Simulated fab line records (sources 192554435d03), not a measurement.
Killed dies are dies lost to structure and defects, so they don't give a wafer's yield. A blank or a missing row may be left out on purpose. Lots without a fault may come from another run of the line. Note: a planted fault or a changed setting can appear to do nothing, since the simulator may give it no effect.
The tool behind it: which one? / flow n5Finfet / route of 1938 steps, sampled at 1 step: 12 lots, 36 wafers

WHAT THE GAUGES READ, wafer by wafer
N5_BEOL_M6_RS_MEAS_57: the measuring method here is four-point-probe.
lot=L076; measured=day 10 11:33; on=filmMetro-01; M6_RS (ohm/sq)=0.278 0.289 0.284
lot=L079; measured=day 10 15:40; on=filmMetro-01; M6_RS (ohm/sq)=0.293 0.285 0.287
lot=L077; measured=day 10 22:28; on=filmMetro-02; M6_RS (ohm/sq)=0.300 0.283 0.287
lot=L080; measured=day 11 04:59; on=filmMetro-02; M6_RS (ohm/sq)=0.283 0.278 0.286
lot=L083; measured=day 12 07:19; on=filmMetro-01; M6_RS (ohm/sq)=0.283 0.289 0.269
lot=L085; measured=day 12 10:55; on=filmMetro-02; M6_RS (ohm/sq)=0.266 0.273 0.276
lot=L087; measured=day 13 13:49; on=filmMetro-02; M6_RS (ohm/sq)=0.294 0.284 0.277
lot=L088; measured=day 13 14:35; on=filmMetro-02; M6_RS (ohm/sq)=0.281 0.296 0.286
lot=L091; measured=day 14 06:26; on=filmMetro-01; M6_RS (ohm/sq)=0.273 0.280 0.279
lot=L093; measured=day 14 14:54; on=filmMetro-01; M6_RS (ohm/sq)=0.296 0.284 0.289
lot=L095; measured=day 14 16:36; on=filmMetro-01; M6_RS (ohm/sq)=0.281 0.276 0.287
lot=L096; measured=day 15 09:39; on=filmMetro-01; M6_RS (ohm/sq)=0.277 0.302 0.296

EACH LOT AND THE TOOL THAT RAN IT (in order: tool; ch and the chambers of the sampled wafers; start)
Record: no process step prior to these readings.

THE ANSWER, worked out from the rows above alone
Rule: the usual values come from the lots themselves. The widest of any qualifying gaps counts: lots, ordered by their means at a reading, are off when they make up no more than a third of the lots, leave a main group of 4 or more, and stand apart from it by 3 or more times the standard deviation of that group's means. If all means in a main group match to the digits the tables above print for the reading, that group is not used. Also off: a lot with no number at a reading for which 4 or more lots have one. Any other lot the step has rows for is counted as sound.
Across all readings shown, no lot is off: no conclusion can be drawn from this.

WHAT THE SIMULATOR PUT IN
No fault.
